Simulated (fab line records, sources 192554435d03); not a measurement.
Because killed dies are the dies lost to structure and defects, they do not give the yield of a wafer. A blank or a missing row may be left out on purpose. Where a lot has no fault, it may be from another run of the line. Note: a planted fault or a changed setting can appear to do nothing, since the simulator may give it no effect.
fab line records | flow n5Finfet
record: lots: 6 | wafers: 18 | lastDay: 17
route steps=1938 shown MOL_CONTACT_COAG@545 PASSIVATION@1936
lots that met no fault: from a run of the same line without faults
startH: start of the lot's first displayed wafer, in hours after the record's first day | waitH: hours elapsed since this lot's preceding step | " the same as in the row above | L1.1+2: one row covering several wafers at once | - no value present, or no start provided | * or withheld: withheld | < > ~ a bound
route shown NAME@n: NAME is a module with steps in the file, n the number in the route of the first one | usual: mean/standard deviation taken from wafers without a fault | same: alike in all rows | chamber/n: place in a boat | sites: per-site readings | _std_site: how widely they spread, as a standard deviation | _edge_site: outer sites' mean less inner sites' | radiusMm: how far each site lies from the wafer's centre | mask NAME#n: copy n | behind: the tool/chamber that last shaped the wafer | hold: cause of the lot's hold/its duration in hours/its outcome | device: transistor that didn't switch, given as n, p or np | end of line: tests of these same wafers at the route's end | a step given without rows: its recipe and nothing more | killed: count of dies lost to structure and defects at first sort (not the wafer's yield) | map: a wafer's dies, marking killed ones x, the rest . and places with no die _
set.NAME: the run value of the setting; set.NAME@STEP: its run value at that earlier step | model.NAME: the simulator's own value behind a step, which no gauge read
a table for each step, a row for each wafer; lots at some steps of the route
services: when a tool's chamber went out of use (startH, in hours from the record's first day, below 0 if earlier), for how many hours, and the reason
== steps ==
step: N5_MOL_CONTACT_COAG_SIL_ANNEAL_21
recipe: tempC: 550 | timeS: 60 | ambient: N2
step: N5_MOL_CONTACT_COAG_PRE_CLEAN_141
recipe: gas: H2/He | timeS: 60 | tempC: 300
step: N5_MOL_CONTACT_COAG_SPUTTER_143
recipe: material: Co | targetThkA: 25 | tempC: 25 | chamberPressurePa: 0.2
step: N5_MOL_CONTACT_COAG_CO_FILL_22
recipe: material: Co | targetThkA: 200 | tempC: 200 | precursor: CCTBA/H2 | pressureTorr: 30
step: N5_MOL_CONTACT_COAG_ANNEAL_113
recipe: tempC: 400 | timeS: 300 | ambient: H2/N2
usual: lampPowerPct: 2.83/0.03 | wafer_temp_C_max: 401.20/0.29
lot.wafer | tool         | chamber | startH | waitH | lampPowerPct | wafer_temp_C_max
L104.2    | rtpAnneal-02 | 0       | 91.27  | 0.6   | 2.81         | 400.92
L104.3    | "            | 0       | "      | "     | 2.80         | 400.87
L104.5    | "            | 0       | "      | "     | 2.81         | 401.54
L108.2    | rtpAnneal-02 | 0       | 112.84 | 0.8   | 2.81         | 401.16
L108.3    | "            | 0       | "      | "     | 2.81         | 401.49
L108.5    | "            | 0       | "      | "     | 2.80         | 401.12
L111.2    | rtpAnneal-01 | 0       | 135.15 | 0.5   | 2.86         | 401.02
L111.3    | "            | 0       | "      | "     | 2.87         | 400.94
L111.6    | "            | 0       | "      | "     | 2.87         | 401.36
L114.1    | rtpAnneal-01 | 0       | 152.66 | 0.3   | 2.86         | 400.96
L114.4    | "            | 0       | "      | "     | 2.87         | 401.25
L114.6    | "            | 0       | "      | "     | 2.87         | 400.94
L116.2    | rtpAnneal-02 | 0       | 166.56 | 0.5   | 2.81         | 400.89
L116.3    | "            | 0       | "      | "     | 2.80         | 401.10
L116.6    | "            | 0       | "      | "     | 2.81         | 401.26
L121.1    | rtpAnneal-02 | 0       | 197.51 | 0.3   | 2.80         | 401.36
L121.5    | "            | 0       | "      | "     | 2.80         | 400.80
L121.6    | "            | 0       | "      | "     | 2.80         | 400.53
step: N5_MOL_CONTACT_COAG_PRE_CLEAN_142
recipe: gas: H2/He | timeS: 60 | tempC: 300
usual: heaterPowerW: 457/28
lot.wafer | tool          | chamber | startH | waitH | heaterPowerW
L104.2    | pvdSputter-03 | -       | 92.94  | 1.4   | 431
L104.3    | "             | -       | "      | "     | 445
L104.5    | "             | -       | "      | "     | 456
L108.2    | pvdSputter-02 | -       | 114.70 | 1.6   | 458
L108.3    | "             | -       | "      | "     | 500
L108.5    | "             | -       | "      | "     | 494
L111.2    | pvdSputter-02 | -       | 135.96 | 0.7   | 503
L111.3    | "             | -       | "      | "     | 506
L111.6    | "             | -       | "      | "     | 499
L114.1    | pvdSputter-01 | -       | 154.42 | 1.6   | 466
L114.4    | "             | -       | "      | "     | 476
L114.6    | "             | -       | "      | "     | 484
L116.2    | pvdSputter-01 | -       | 167.43 | 0.7   | 403
L116.3    | "             | -       | "      | "     | 447
L116.6    | "             | -       | "      | "     | 443
L121.1    | pvdSputter-02 | -       | 199.94 | 2.3   | 444
L121.5    | "             | -       | "      | "     | 441
L121.6    | "             | -       | "      | "     | 479
step: N5_MOL_CONTACT_COAG_SPUTTER_130
recipe: material: Co | targetThkA: 475 | tempC: 25 | chamberPressurePa: 0.5 | powerW: 3000
step: N5_MOL_CONTACT_COAG_PRECLEAN_125
recipe: chemistry: DIW | timeS: 57.5 | tempC: 23
step: N5_MOL_CONTACT_COAG_SRD_126
recipe: dryTimeS: 32 | dry: n2Spin | spinRpm: 1500
step: N5_MOL_CONTACT_COAG_CMP_23
recipe: stopOn: SiO2 | tOverpolishS: 1.5 | postCmpClean: cuAlkaline | downForcePsi: 2 | platenRpm: 50.289 | padVelocityMS: 1.0006 | targetThkNm: 0
usual: motorCurrentA: 7.8/0.85 | overpolishRunS: 1.502/0.0088 | slurryFilterDpKPa: 13.51/0.14 | timeToEndpointS: 10.5/1.7
lot.wafer | tool   | chamber | startH | waitH | motorCurrentA | overpolishRunS | slurryFilterDpKPa | timeToEndpointS
L104.2    | cmp-04 | 1       | 93.18  | 0.0   | 8.5           | 1.516          | 13.41             | 6.0
L104.3    | "      | 0       | "      | "     | 6.3           | 1.500          | 13.39             | 5.8
L104.5    | "      | 2       | "      | "     | 7.2           | 1.503          | 13.51             | 7.5
L108.2    | cmp-02 | 3       | 114.94 | 0.0   | 8.2           | 1.496          | 13.63             | 12.8
L108.3    | "      | 1       | "      | "     | 9.2           | 1.491          | 13.48             | 9.9
L108.5    | "      | 3       | "      | "     | 9.3           | 1.498          | 13.37             | 10.3
L111.3    | cmp-04 | 3       | 136.24 | 0.1   | 7.9           | 1.505          | 13.57             | 10.9
L111.2    | "      | 0       | "      | "     | 6.5           | 1.505          | 13.76             | 8.8
L111.6    | "      | 2       | "      | "     | 7.3           | 1.510          | 13.91             | 13.4
L114.1    | cmp-01 | 0       | 154.69 | 0.1   | 7.4           | 1.507          | 13.15             | 11.6
L114.4    | "      | 1       | "      | "     | 8.1           | 1.509          | 13.26             | 11.5
L114.6    | "      | 0       | "      | "     | 7.6           | 1.509          | 13.56             | 12.6
L116.3    | cmp-04 | 3       | 167.75 | 0.1   | 7.9           | 1.510          | 13.65             | 10.1
L116.2    | "      | 0       | "      | "     | 6.7           | 1.504          | 13.44             | 9.9
L116.6    | "      | 2       | "      | "     | 6.7           | 1.498          | 13.66             | 11.7
L121.1    | cmp-02 | 3       | 200.18 | 0.0   | 8.5           | 1.482          | 13.55             | 9.3
L121.5    | "      | 3       | "      | "     | 9.3           | 1.500          | 13.49             | 11.2
L121.6    | "      | 0       | "      | "     | 7.4           | 1.509          | 13.47             | 9.8
step: N5_MOL_CONTACT_COAG_WET_ETCH_26
recipe: target: Co | targetDepthNm: 13
lot.wafer  | tool        | chamber | startH | waitH
L104.2+3+5 | wetBench-06 | 2,3,4   | 93.53  | 0.0
L108.2+3+5 | wetBench-03 | 6,1,2   | 115.29 | 0.0
L111.2+3+6 | wetBench-04 | 4,3,2   | 136.55 | 0.0
L114.1+4+6 | wetBench-04 | 3,2,7   | 155.01 | 0.0
L116.2+3+6 | wetBench-04 | 7,0,1   | 168.02 | 0.0
L121.1+5+6 | wetBench-03 | 2,0,4   | 200.53 | 0.0
step: N5_MOL_CONTACT_COAG_WET_ETCH_116
recipe: chemistry: SC1-inhibited | targetDepthNm: 4.6 | dry: ipaMarangoni | rinseTimeS: 30 | rinseTempC: 23
step: N5_MOL_CONTACT_COAG_ALD_27
recipe: material: SiOC | targetThkA: 170 | tempC: 400 | aldPrecursorFamily: carbosiloxane | aldCoReactant: H2-plasma | pulseTimeS: 1.5 | timeS: 2720 | purgeTimeS: 2 | coReactantPurgeTimeS: 2 | aldCycles: 340 | pressureTorr: 2
usual: heaterPowerOuterW: 504/66 | heaterPowerW: 832/92 | precursorPulseHeightRel: 0.998/0.02
lot.wafer | tool      | chamber | startH | waitH | heaterPowerOuterW | heaterPowerW | precursorPulseHeightRel
L104.2    | aldSin-04 | 0       | 94.00  | 0.0   | 414               | 734          | 0.964
L104.3    | "         | 1       | "      | "     | 538               | 900          | 1.015
L104.5    | "         | 2       | "      | "     | 566               | 863          | 0.954
L108.2    | aldSin-04 | 0       | 115.77 | 0.0   | 405               | 726          | 1.008
L108.3    | "         | 2       | "      | "     | 548               | 859          | 1.007
L108.5    | "         | 2       | "      | "     | 545               | 864          | 0.968
L111.2    | aldSin-04 | 0       | 137.54 | 0.6   | 398               | 710          | 0.982
L111.3    | "         | 3       | "      | "     | 501               | 907          | 0.979
L111.6    | "         | 0       | "      | "     | 401               | 719          | 1.002
L114.1    | aldSin-01 | 3       | 157.65 | 2.2   | 601               | 938          | 1.013
L114.4    | "         | 0       | "      | "     | 492               | 825          | 1.041
L114.6    | "         | 2       | "      | "     | 681               | 1097         | 1.031
L116.2    | aldSin-02 | 3       | 168.49 | 0.0   | 510               | 827          | 0.993
L116.3    | "         | 2       | "      | "     | 490               | 827          | 1.000
L116.6    | "         | 2       | "      | "     | 495               | 806          | 0.981
L121.1    | aldSin-04 | 2       | 201.00 | 0.0   | 557               | 856          | 0.968
L121.5    | "         | 0       | "      | "     | 414               | 727          | 0.995
L121.6    | "         | 3       | "      | "     | 489               | 914          | 1.005
step: N5_MOL_CONTACT_COAG_CMP_28
recipe: stopOn: SiNx | tOverpolishS: 0.85 | postCmpClean: alkalineBrush | downForcePsi: 4.15 | platenRpm: 51.8 | padVelocityMS: 1.0307 | targetThkNm: 14.522
step: N5_MOL_CONTACT_COAG_THK_MEAS_29
recipe: reads: SiNx_of_GATE_CUT_PECVD_57+SiNx_of_GATE_CUT_SAC_CAP_01
usual: MD_CAP_THK: 17.93/0.072
lot.wafer | tool         | chamber | startH | waitH | MD_CAP_THK[nm]
L104.2    | filmMetro-02 | -       | 95.87  | -     | 17.82
L104.3    | "            | -       | "      | "     | 17.86
L104.5    | "            | -       | "      | "     | 17.77
L108.2    | filmMetro-01 | -       | 117.63 | -     | 17.96
L108.3    | "            | -       | "      | "     | 17.89
L108.5    | "            | -       | "      | "     | 18.02
L111.2    | filmMetro-01 | -       | 139.40 | -     | 18.00
L111.3    | "            | -       | "      | "     | 17.74
L111.6    | "            | -       | "      | "     | 18.09
L114.1    | filmMetro-01 | -       | 159.52 | -     | 17.94
L114.4    | "            | -       | "      | "     | 17.98
L114.6    | "            | -       | "      | "     | 17.99
L116.2    | filmMetro-01 | -       | 170.35 | -     | 17.91
L116.3    | "            | -       | "      | "     | 17.94
L116.6    | "            | -       | "      | "     | 17.91
L121.1    | filmMetro-01 | -       | 202.86 | -     | 18.00
L121.5    | "            | -       | "      | "     | 17.91
L121.6    | "            | -       | "      | "     | 17.88
step: N5_MOL_CONTACT_COAG_ALD_123
recipe: material: SiNx | targetThkA: 50 | tempC: 400 | aldPrecursorFamily: SiH2I2 | aldCoReactant: N2/H2-plasma | pulseTimeS: 1 | purgeTimeS: 2 | coReactantPurgeTimeS: 2 | aldCycles: 100 | pressureTorr: 2
step: N5_MOL_CONTACT_COAG_PECVD_31
recipe: material: SiO2 | targetThkA: 460 | tempC: 400 | precursor: TEOS/O2 | pressureTorr: 6.5 | rfW: withheld | teosFlowSccm: withheld | gas: O2 | flowSccm: 2650 | timeS: 8.9
step: N5_MOL_CONTACT_COAG_COAT_75
recipe: resist: SOC | tempC: 250 | timeS: 60 | spinRpm: 1500 | resistThkNm: 60
step: N5_MOL_CONTACT_COAG_COAT_76
recipe: resist: SiARC | tempC: 220 | timeS: 60 | spinRpm: 1500 | resistThkNm: 10
step: N5_MOL_CONTACT_COAG_COAT_77
recipe: resist: underlayer | tempC: 205 | timeS: 60 | spinRpm: 1500 | resistThkNm: 10
step: N5_MOL_CONTACT_COAG_COAT_78
recipe: resist: CAR-EUV | spinRpm: 1500 | resistThkNm: 40
step: N5_MOL_CONTACT_COAG_EBR_80
recipe: solvent: PGMEA | ebrWidthMm: 1.5
step: N5_MOL_CONTACT_COAG_SOFTBAKE_79
recipe: tempC: 110 | timeS: 60 | resist: CAR-EUV
step: N5_MOL_CONTACT_COAG_EXPOSE_81
recipe: maskId: VG | na: 0.33 | sourceShape: annular | sigmaInner: 0.3 | sigmaOuter: 0.7 | polarization: unpolarized | defocusNm: 0 | doseMj: 59.5
step: N5_MOL_CONTACT_COAG_PEB_82
recipe: pebTempC: 100 | pebTimeS: 60 | resist: CAR-EUV
step: N5_MOL_CONTACT_COAG_DEVELOP_83
recipe: developTimeS: 30 | developer: TMAH | resist: CAR-EUV | rinseLiquid: surfactantRinse | dry: airSpin | devTempC: 23
step: N5_MOL_CONTACT_COAG_CD_MEAS_84
recipe: targetCdNm: 25.1 | landingEnergyEv: 500 | detector: seInlens | polarity: opening
usual: cdNm: 25.08/0.25
same: landingEnergyEv: 500
lot.wafer | tool     | chamber | startH | waitH | cdNm
L104.2    | cdSem-02 | 0       | 97.61  | -     | 25.09
L104.3    | "        | 0       | "      | "     | 25.02
L104.5    | "        | 0       | "      | "     | 25.01
L108.2    | cdSem-03 | 0       | 118.51 | -     | 25.23
L108.3    | "        | 0       | "      | "     | 24.99
L108.5    | "        | 0       | "      | "     | 24.92
L111.2    | cdSem-03 | 0       | 140.28 | -     | 25.70
L111.3    | "        | 0       | "      | "     | 24.92
L111.6    | "        | 0       | "      | "     | 25.22
L114.1    | cdSem-02 | 0       | 160.42 | -     | 24.87
L114.4    | "        | 0       | "      | "     | 25.39
L114.6    | "        | 0       | "      | "     | 24.91
L116.2    | cdSem-01 | 0       | 171.23 | -     | 24.73
L116.3    | "        | 0       | "      | "     | 24.80
L116.6    | "        | 0       | "      | "     | 25.08
L121.1    | cdSem-02 | 0       | 203.87 | -     | 24.97
L121.5    | "        | 0       | "      | "     | 24.89
L121.6    | "        | 0       | "      | "     | 25.40
step: N5_MOL_CONTACT_COAG_OVL_MEAS_85
recipe: pointsPerWafer: 522
usual: VG_OVL: -0.4/0.75
same: pointsPerWafer: 522
lot.wafer | tool       | chamber | startH | waitH | VG_OVL[nm]
L104.2    | overlay-01 | 0       | 97.64  | 0.0   | -0.7
L104.3    | "          | 0       | "      | "     | 0.0
L104.5    | "          | 0       | "      | "     | -0.5
L108.2    | overlay-02 | 0       | 118.55 | 0.0   | 0.1
L108.3    | "          | 0       | "      | "     | -0.9
L108.5    | "          | 0       | "      | "     | 0.1
L111.2    | overlay-02 | 0       | 140.32 | 0.0   | -0.5
L111.3    | "          | 0       | "      | "     | -0.5
L111.6    | "          | 0       | "      | "     | -0.7
L114.1    | overlay-01 | 0       | 160.45 | 0.0   | -1.0
L114.4    | "          | 0       | "      | "     | -0.5
L114.6    | "          | 0       | "      | "     | 0.5
L116.2    | overlay-02 | 0       | 171.27 | 0.0   | 1.1
L116.3    | "          | 0       | "      | "     | 0.3
L116.6    | "          | 0       | "      | "     | 0.1
L121.1    | overlay-01 | 0       | 203.90 | 0.0   | -0.6
L121.5    | "          | 0       | "      | "     | 0.4
L121.6    | "          | 0       | "      | "     | -0.4
step: N5_MOL_CONTACT_COAG_DESCUM_88
recipe: chemistry: O2 | timeS: 7 | sourcePowerW: 50 | biasPowerW: 20 | pressureMtorr: 20 | rfFrequencyHz: 2.712e+07 | tempC: 40 | resist: CAR-EUV | o2FlowSccm: 225
step: N5_MOL_CONTACT_COAG_ETCH_89
recipe: chemistry: N2/H2 | target: underlayer | targetDepthA: 130 | maskMaterial: CAR-EUV | timeS: 10.4 | ionEnergyEv: 200 | pressureMtorr: 30 | sourceW: 840 | biasW: 150 | n2FlowSccm: 200 | h2FlowSccm: 200 | ends: cleared
step: N5_MOL_CONTACT_COAG_ETCH_90
recipe: chemistry: CF4 | target: SiARC | targetDepthA: 130 | maskMaterial: CAR-EUV | timeS: 21.7 | ionEnergyEv: 80 | pressureMtorr: 40 | sourceW: 545 | biasW: 36 | Ar_flow_sccm: 100 | cf4FlowSccm: 100 | ends: cleared
step: N5_MOL_CONTACT_COAG_ALD_131
recipe: material: SiO2 | targetThkA: 50 | tempC: 100 | aldPrecursorFamily: BDEAS | aldCoReactant: O2-plasma | pulseTimeS: 1 | coReactantPulseTimeS: 1 | purgeTimeS: 2 | coReactantPurgeTimeS: 2 | aldCycles: 35 | pressureTorr: 2
step: N5_MOL_CONTACT_COAG_ETCHBACK_132
recipe: chemistry: CHF3 | target: SiO2 | targetDepthA: 100 | timeS: 6.7 | ionEnergyEv: 200 | pressureMtorr: 30 | sourceW: 610 | biasW: 170 | Ar_flow_sccm: 200 | CHF3_flow_sccm: 50
step: N5_MOL_CONTACT_COAG_ETCH_91
recipe: chemistry: N2/H2 | target: SOC | targetDepthA: 600 | overetchA: 210 | maskMaterial: SiARC | tempC: 40 | timeS: 101.2 | ionEnergyEv: 200 | pressureMtorr: 30 | sourceW: 840 | biasW: 150 | n2FlowSccm: 200 | h2FlowSccm: 200
step: N5_MOL_CONTACT_COAG_STRIP_92
recipe: chemistry: N2/H2 | tempC: 40 | n2FlowSccm: 200 | h2FlowSccm: 200 | rfFrequencyHz: 6e+07
step: N5_MOL_CONTACT_COAG_STRIP_93
recipe: chemistry: N2/H2 | tempC: 40 | n2FlowSccm: 200 | h2FlowSccm: 200 | rfFrequencyHz: 6e+07
step: N5_MOL_CONTACT_COAG_ETCHBACK_135
recipe: chemistry: CHF3 | target: SiO2 | targetDepthA: 250 | timeS: 16.7 | ionEnergyEv: 200 | pressureMtorr: 30 | sourceW: 610 | biasW: 170 | Ar_flow_sccm: 200 | CHF3_flow_sccm: 50
usual: drypumpMotorCurrentA: 5.6/0.53 | oesProductAu: 0.83/0.089 | rfVppV: 525/5.9 | showerheadPlenumPTorr: 2.41/0.094 | throttleValvePct: 18.66/0.2
lot.wafer | tool       | chamber | startH | waitH | drypumpMotorCurrentA | oesProductAu | rfHoursCounterH | rfVppV | showerheadPlenumPTorr | throttleValvePct
L104.2    | rieDiel-03 | 2       | 98.17  | 0.0   | 5.3                  | 0.74         | 178             | 520    | 2.28                  | 18.83
L104.3    | "          | 3       | "      | "     | 4.8                  | 0.74         | 179             | 528    | 2.47                  | 18.97
L104.5    | "          | 1       | "      | "     | 6.5                  | 0.91         | -               | 530    | 2.53                  | 18.59
L108.2    | rieDiel-04 | 2       | 119.07 | 0.0   | 6.1                  | 0.83         | 72              | 518    | 2.41                  | 18.47
L108.3    | "          | 3       | "      | "     | 6.0                  | 0.69         | 235             | 518    | 2.26                  | 19.02
L108.5    | "          | 1       | "      | "     | 5.0                  | 0.96         | -               | 525    | 2.52                  | 18.29
L111.2    | rieDiel-03 | 0       | 141.06 | 0.0   | 5.5                  | 0.69         | 241             | 522    | 2.34                  | 18.70
L111.3    | "          | 3       | "      | "     | 4.9                  | 0.72         | 195             | 526    | 2.46                  | 19.00
L111.6    | "          | 2       | "      | "     | 5.3                  | 0.74         | -               | 520    | 2.28                  | 18.87
L114.1    | rieDiel-03 | 1       | 161.62 | 0.0   | 6.5                  | 0.87         | 50              | 531    | 2.52                  | 18.67
L114.4    | "          | 0       | "      | "     | 5.5                  | 0.68         | 249             | 525    | 2.33                  | 18.72
L114.6    | "          | 2       | "      | "     | 5.3                  | 0.73         | -               | 520    | 2.28                  | 18.87
L116.2    | rieDiel-04 | 0       | 172.46 | 0.0   | 5.3                  | 0.89         | 34              | 537    | 2.33                  | 18.58
L116.3    | "          | 1       | "      | "     | 5.1                  | 0.89         | 18              | 525    | 2.52                  | 18.31
L116.6    | "          | 3       | "      | "     | 6.0                  | 0.68         | -               | 518    | 2.25                  | 19.04
L121.1    | rieDiel-03 | 1       | 204.43 | 0.0   | 6.5                  | 0.84         | 72              | 528    | 2.51                  | 18.68
L121.5    | "          | 1       | "      | "     | 6.5                  | 0.85         | -               | 530    | 2.51                  | 18.68
L121.6    | "          | 0       | "      | "     | 5.5                  | 0.97         | -               | 522    | 2.33                  | 18.35
step: N5_MOL_CONTACT_COAG_STRIP_118
recipe: chemistry: CHF3 | resist: SiARC | rfFrequencyHz: 6e+07
step: N5_MOL_CONTACT_COAG_VIA_ETCH_46
recipe: chemistry: C4F6/O2 | targetDepthA: 460 | overetchA: 92 | maskMaterial: SOC | target: SiO2 | biasW: 455 | pressureMtorr: 10 | timeS: 40 | sourceW: 325 | Ar_flow_sccm: 300 | C4F6_flow_sccm: 10 | O2_flow_sccm: 10 | ionEnergyEv: 575.3 | ends: endPoint
step: N5_PASSIVATION_PROBE_49
usual: killed_at_M0_to_M3: 36/11 | killed_at_M4_up: 14/5.6 | killedAtContacts: 11/5.6 | killedAtFrontEnd: 40/12 | killedAtOther: 4/3.2 | killedDies: 105/17 | killedOpen: 69/12 | killedShort: 34/8.4
same: grossDies: 1180 | killedAtBackSide: 0
lot.wafer | tool      | chamber | startH | waitH | killed_at_M0_to_M3 | killed_at_M4_up | killedAtContacts | killedAtFrontEnd | killedAtOther | killedDies | killedOpen | killedShort
L114.1    | prober-01 | -       | 367.42 | 0.0   | 31                 | 22              | 97               | 45               | 3             | 198        | 70         | 41
L114.4    | prober-01 | -       | 367.57 | 0.2   | 58                 | 10              | 139              | 25               | 4             | 236        | 70         | 32
L114.6    | prober-01 | -       | 367.67 | 0.3   | 29                 | 6               | 150              | 20               | 1             | 206        | 50         | 12
L116.2    | prober-02 | -       | 376.74 | 0.1   | 28                 | 7               | 156              | 65               | 3             | 259        | 67         | 47
L116.3    | prober-02 | -       | 376.79 | 0.1   | 47                 | 9               | 101              | 39               | 9             | 205        | 78         | 39
L116.6    | prober-02 | -       | 376.94 | 0.3   | 32                 | 14              | 93               | 48               | 9             | 196        | 74         | 34
killed by level:class
L114.1 MOL_CONTACT_COAG:unspecified=86 FIN_SAQP:geometricParticle:short=11 MOL_CONTACT_COAG:geometricParticle:open=10 FIN_SAQP:geometricParticle:open=9 BEOL_M3:geometricParticle:open=9 BEOL_M4:geometricParticle:open=7 BEOL_M0_SAQP:geometricParticle:short=6 BEOL_M2:geometricParticle:open=5
L114.4 MOL_CONTACT_COAG:unspecified=134 BEOL_M3:geometricParticle:open=13 BEOL_M2:geometricParticle:open=11 BEOL_M1:geometricParticle:open=9 FIN_SAQP:geometricParticle:open=8 FIN_SAQP:geometricParticle:short=7 BEOL_M0_SAQP:geometricParticle:short=7 BEOL_M0_SAQP:geometricParticle:open=5
L114.6 MOL_CONTACT_COAG:unspecified=143 BEOL_M2:geometricParticle:open=8 BEOL_M1:geometricParticle:open=8 MOL_CONTACT_COAG:geometricParticle:open=7 STARTING-WAFER:geometricParticle:open=5 BEOL_M0:geometricParticle:open=4 FIN_CUT:geometricParticle:open=3 BEOL_M3:geometricParticle:open=3
L116.2 MOL_CONTACT_COAG:unspecified=145 FIN_SAQP:geometricParticle:short=19 STI_FIN_REVEAL:geometricParticle:open=17 MOL_CONTACT_COAG:geometricParticle:open=11 BEOL_M1:geometricParticle:open=7 FIN_SAQP:geometricParticle:open=6 BEOL_M0_SAQP:geometricParticle:short=6 STI_FIN_REVEAL:geometricParticle:short=5
L116.3 MOL_CONTACT_COAG:unspecified=87 MOL_CONTACT_COAG:geometricParticle:open=14 BEOL_M1:geometricParticle:open=12 FIN_SAQP:geometricParticle:short=11 STI_FIN_REVEAL:geometricParticle:open=10 BEOL_M0_SAQP:geometricParticle:open=8 BEOL_M2:geometricParticle:open=7 FIN_SAQP:geometricParticle:open=5
L116.6 MOL_CONTACT_COAG:unspecified=85 STI_FIN_REVEAL:geometricParticle:open=20 MOL_CONTACT_COAG:geometricParticle:open=7 FIN_SAQP:geometricParticle:short=6 BEOL_M2:geometricParticle:open=6 BEOL_M3:geometricParticle:open=6 MIM_BOT:geometricParticle:short=5 DUMMY_GATE:geometricParticle:open=5
map L114.4 (x killed, . not)
_________________......x.....________________
______________...xx.......x.x..x_____________
___________...........x...x..x.x...__________
__________..x....................x.x_________
________.............................._______
_______.................x..............______
______.............x...................._____
_____.....x........x..............x......____
____x.x.xx.x...................x.........x___
___........x...........x....x..............__
___........x.........x..x.xxxx.............__
__........x......x..x.x.x.xx..........xx.x.._
__..x........x.....xxxxxxxxxxx........x....._
_............x...x.xxxxxxxxxxxxx........x....
_.....xx..x.......xxxxxxxxxxxx...............
_.......x........xxxxxxxxxxxxxxx..x.x.....x..
_......x......x.x.xxxxxxxxxxxxx.............x
_.................xxxxxxxxxxxx.xx.x...x......
_x..x....x......xx.xxxxxxxxxxxx..............
_..x.............xxxxxxxxxxxxx.......x.......
_......x...........xxxxxxxxxxx........x...x..
__..............x....xxxxxxxxx.............._
__......x.......x....xx..x.........x........_
___......x.x.x..........xxx.....x........x.__
___........................................__
____.......................xxx........x...___
_____....x..........x............xx......____
______........x...x...........x.......x._____
_______.......x...x..........x.........______
________x.......x..............x..x..._______
__________..........x..............._________
___________..............x.........__________
______________.......x.........._____________
_________________.....x...x..________________
map L116.2 (x killed, . not)
_________________............________________
______________x...........x....._____________
___________x................x...x..__________
__________.........................._________
________..........x....x............x._______
_______..................xx............______
______.......................x.......x.._____
_____....x.......x..x.xx...x...........x.____
____.......x.x.x...x......................___
___.....x..................x....x..........__
___x.............xx...........x........xx..__
__.xx...x...x...........x.......x..x........_
__.x.x.......x.x......x.....x...x.x.....xx.._
_...............x.x....x.....................
_.........x.....xx....x..x...................
_...............x..x...x.xx.xx.x..x..........
_.....x.......x......xx.xxxxxx.xx.......x....
_.............x.x...x.xxxxxxxxxxx............
_.x.x..x...x.......xxxxxxxxxxxxxxx....x......
_................x..xxxxxxxxxxxxxx.x.x.......
_..x..............xxxxxxxxxxxxxx.x........x..
__....x...........xxxxxxxxxxxxxxx....x......_
__......x.......x..xxxxxxxxxxxxxx..x........_
___..........x.x.x...xxxxxxxxxxxxx.........__
___....x............xxxxxxxxxxx.....x......__
____..........x....xx.xxxxxxxxxx..........___
_____......xx.xx...x..x.xxx.x...x.xxx....____
______.x......x......x..x..x............_____
_______................xx..........x...______
________.........x....x.x..x.x........_______
__________xx.....x.................._________
___________............x...........__________
______________...x.......x.x...._____________
_________________x......x....________________
== services ==
tool          | chamber | startH | hours | kind
cmp-02        | -       | 68.29  | 0.6   | repair
aldSin-02     | 2       | 74.33  | 6.8   | repair
cmp-01        | -       | 82.43  | 4.0   | pm
pvdSputter-01 | -       | 88.43  | 11.4  | repair
rieDiel-04    | 1       | 92.78  | -     | clean
aldSin-01     | 2       | 93.51  | 33.4  | repair
aldSin-02     | -       | 97.52  | 6.0   | pm
cmp-01        | -       | 101.41 | 0.6   | repair
rieDiel-04    | 3       | 103.26 | 4.3   | repair
pvdSputter-01 | -       | 115.28 | 5.0   | repair
wetBench-06   | -       | 115.37 | 2.7   | repair
aldSin-01     | 0       | 131.12 | 7.1   | repair
pvdSputter-01 | -       | 137.31 | 1.3   | repair
rieDiel-04    | 3       | 138.33 | 9.4   | repair
cmp-04        | -       | 139.07 | 3.9   | pm
cmp-01        | -       | 143.46 | 4.0   | pm
cmp-04        | -       | 148.99 | 0.9   | repair
pvdSputter-03 | -       | 164.50 | 2.8   | repair
rieDiel-03    | 0       | 165.44 | -     | clean
rieDiel-03    | 0       | 165.44 | -     | consumableReplace:focusRing
rieDiel-03    | 0       | 165.44 | 20.8  | scheduledDown
rieDiel-03    | 0       | 165.44 | 20.8  | ventCycle
cmp-02        | -       | 167.59 | 0.3   | repair
aldSin-02     | -       | 177.90 | 14.0  | pm
== key ==
firstSign: step: N5_PASSIVATION_PROBE_49 | reading: killedAtContacts | direction: up | sigmas: 20 | usual: 11 | struck: 123
effect: step: N5_PASSIVATION_PROBE_49 | reading: killedDies | direction: up | sigmas: 6.5 | usual: 105 | struck: 217
moreKillsBornAt: N5_MOL_CONTACT_COAG_WET_ETCH_26@wetBench-04: 680
metAt N5_MOL_CONTACT_COAG_WET_ETCH_26
struckWafers L114.1,L114.4,L114.6,L116.2,L116.3,L116.6
testerLeftOut L114,L116
onsetBetween 136.55 155.01
alsoFits N5_MOL_CONTACT_COAG_PRE_CLEAN_142:pvdSputter-01
fault: kind: chamberParticleSource | tool: wetBench-04 | chamber: - | onsetH: 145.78 | steps: N5_MOL_CONTACT_COAG_WET_ETCH_26 | ratePerVisitCm2: 1.3887 | endH: 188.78
testerLeftOut: of these lots the tester's yield and bins aren't shown, on N5 and GAA mostly nor the transistor test; their killed dies are dies lost to structure and defects alone, not to doping, threshold or leakage, so they don't give the yield
